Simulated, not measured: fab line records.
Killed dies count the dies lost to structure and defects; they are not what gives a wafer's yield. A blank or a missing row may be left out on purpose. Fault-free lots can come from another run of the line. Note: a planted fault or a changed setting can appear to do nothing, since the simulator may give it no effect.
Split-lot study	flow n5Finfet	39 wafers read across 7 lots, on a route 1938 steps long

ABOUT THE SPLIT
At N5_MOL_CONTACT_COAG_SPUTTER_130 (material Co, target thk 47.5 nm), the setting targetThkA was moved away from the recipe's 475 angstrom on 15 of the 39 wafers read, by -6.7% to +12.3%. This setting was run at the recipe's value on the other wafers.

The reading is taken at the split's own step.

THE READING
Co_of_MOL_CONTACT_COAG_SPUTTER_130.thkNm (the simulator's own value, which no gauge read), in nm, at N5_MOL_CONTACT_COAG_SPUTTER_130 (material Co, target thk 47.5 nm). The file does not state a usual value for it. Across the 24 wafers here that went through the recipe, the average is 47.3 nm and the standard deviation 0.27 nm.

wafer	tool, chamber at the split	targetThkA as run, angstrom	against the recipe	Co_of_MOL_CONTACT_COAG_SPUTTER_130.thkNm, nm	against lot-mates on the recipe
L077.1	pvdSputter-01, -	533.5	+12.3%	53.4	+6.0
L077.5	pvdSputter-01, -	533.5	+12.3%	53.4	+6.0
L077.2	pvdSputter-01, -	475	recipe	47.4	-
L077.3	pvdSputter-01, -	533.5	+12.3%	52.8	+5.4
L077.4	pvdSputter-01, -	475	recipe	47.2	-
L077.6	pvdSputter-01, -	475	recipe	47.6	-
L081.1	pvdSputter-03, -	475	recipe	47.8	-
L081.2	pvdSputter-03, -	443.6	-6.6%	44	-3.5
L081.3	pvdSputter-03, -	475	recipe	47.4	-
L081.5	pvdSputter-03, -	475	recipe	47.4	-
L081.4	pvdSputter-03, -	443.6	-6.6%	44.2	-3.3
L081.6	pvdSputter-03, -	443.6	-6.6%	44.6	-2.9
L082.1	pvdSputter-03, -	525.1	+10.5%	52.2	+4.7
L082.2	pvdSputter-03, -	475	recipe	47.2	-
L082.5	pvdSputter-03, -	475	recipe	47.2	-
L082.3	pvdSputter-03, -	475	recipe	48	-
L082.4	pvdSputter-03, -	525.1	+10.5%	52.6	+5.1
L082.6	pvdSputter-03, -	525.1	+10.5%	52.6	+5.1
L085.1	pvdSputter-01, -	475	recipe	47.6	-
L085.2	pvdSputter-01, -	475	recipe	47.2	-
L085.3	pvdSputter-01, -	517.4	+8.9%	51.6	+4.2
L085.4	pvdSputter-01, -	517.4	+8.9%	51.6	+4.2
L085.6	pvdSputter-01, -	517.4	+8.9%	51.6	+4.2
L085.5	pvdSputter-01, -	475	recipe	47.4	-
L086.2	pvdSputter-02, -	475	recipe	47.4	-
L086.5	pvdSputter-02, -	475	recipe	47.2	-
L086.6	pvdSputter-02, -	475	recipe	47	-
L089.1	pvdSputter-02, -	443	-6.7%	44.2	-2.8
L089.2	pvdSputter-02, -	475	recipe	47.2	-
L089.3	pvdSputter-02, -	475	recipe	47	-
L089.4	pvdSputter-02, -	443	-6.7%	43.6	-3.4
L089.5	pvdSputter-02, -	475	recipe	46.8	-
L089.6	pvdSputter-02, -	443	-6.7%	44	-3.0
L092.1	pvdSputter-01, -	475	recipe	47	-
L092.3	pvdSputter-01, -	475	recipe	47	-
L092.4	pvdSputter-01, -	475	recipe	47	-
L092.2	pvdSputter-01, -	475	recipe	47.2	-
L092.5	pvdSputter-01, -	475	recipe	47.4	-
L092.6	pvdSputter-01, -	475	recipe	47.4	-

FIT RESULTS
A straight line over all 39 wafers: Co_of_MOL_CONTACT_COAG_SPUTTER_130.thkNm changes by +0.482 nm for each +1% of targetThkA; r = +1.00; the points scatter about the line by 0.27 nm.
The same after taking each lot's own level away (the mean of its wafers on the recipe; 39 wafers): +0.473 nm for each +1%; r = +1.00; scatter 0.22 nm.
According to that fit, moving targetThkA by its largest amount changes the reading by 5.8 nm.
From 47.00 to 47.53 nm: that is the span of the lots' own levels, equal to 2.0 times the standard deviation above.
The two slopes agree, so the slope changes little with the lot-to-lot level.
Check: for one of the wafers moved furthest among these (+12.3%), held out of the fit, the line's prediction against its lot-mates is +5.79 nm. Against them it came out at +6 nm.

FURTHER SPLITS ON THESE WAFERS
Before the reading, these wafers also passed through other splits. Each is held against what the fit with the lots' levels taken away leaves over:
other split on the same wafers	wafers away from the commonest value	r with Co_of_MOL_CONTACT_COAG_SPUTTER_130.thkNm (lot level and that fit taken away)
N5_FIN_SAQP_EXPOSE_13 doseMj	12	+0.18
N5_FIN_CUT_CUT_ETCH_15 timeS	15	-0.14
N5_SD_EPI_N_EXPOSE_06 doseMj	12	+0.12
N5_MOL_CONTACT_COAG_ETCH_15 sourceW	18	+0.01

THE FILE'S OWN FIT
Co_of_MOL_CONTACT_COAG_SPUTTER_130.thkNm changes by +0.472 nm for each +1% of targetThkA, r = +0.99.
